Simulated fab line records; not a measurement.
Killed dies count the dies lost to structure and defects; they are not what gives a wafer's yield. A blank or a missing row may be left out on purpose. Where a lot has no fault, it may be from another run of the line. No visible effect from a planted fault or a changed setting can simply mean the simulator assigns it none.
Matching of chambers	flow nand harc	NHARC_A_M0_PRE_CLEAN_31 on pecvd-02 has 3 sister chambers
The step time 12 s. 14 wafers are shown with their chamber, then 7 later ones without.

== WAFERS, EACH WITH ITS CHAMBER ==
wafer	chamber	heater power w (W)	heater power outer w (W)
L074.2	2	604	340
L074.4	0	845	499
L074.5	2	607	349
L077.1	0	829	457
L077.4	0	816	467
L077.6	2	561	296
L076.1	1	661	383
L076.2	2	625	347
L076.5	2	636	344
L079.4	1	732	435
L079.5	0	801	468
L079.6	2	587	306
L085.1	1	728	425
L085.2	0	733	421

SIGNATURES (means of the wafers above)
reading	chamber 0	chamber 1	chamber 2	scatter within a chamber
heater power w	804.80	707.00	603.33	36
heater power outer w	462.40	414.33	330.33	25.8
Rule: a wafer's distance from a chamber is the root of the sum, over the readings, of the square of ((its reading less the chamber's mean) divided by the reading's scatter). The wafer belongs to the nearest chamber; if the next one is less than 2 further off, it can't be placed. The scatter: the root of (the sum of the squares of (reading less its chamber's mean) over the shown wafers, divided by (wafers less chambers)).

== WAFERS MISSING THEIR CHAMBER ==
wafer	heater power w (W)	heater power outer w (W)
L085.6	655	366
L090.2	583	299
L090.3	652	364
L090.4	656	358
L091.1	649	370
L091.2	742	436
L091.6	730	433

== WHICH CHAMBER EACH WENT THROUGH ==
wafer	from the rows above	in truth
L085.6	can't be placed: 2 or 1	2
L090.2	2	2
L090.3	can't be placed: 2 or 1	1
L090.4	can't be placed: 2 or 1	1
L091.1	can't be placed: 2 or 1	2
L091.2	can't be placed: 1 or 0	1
L091.6	can't be placed: 1 or 0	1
Correct placement for 1 of the 7. From these rows, 6 cannot be placed; in 6 the true chamber is one of the candidates. Wrongly placed: 0.
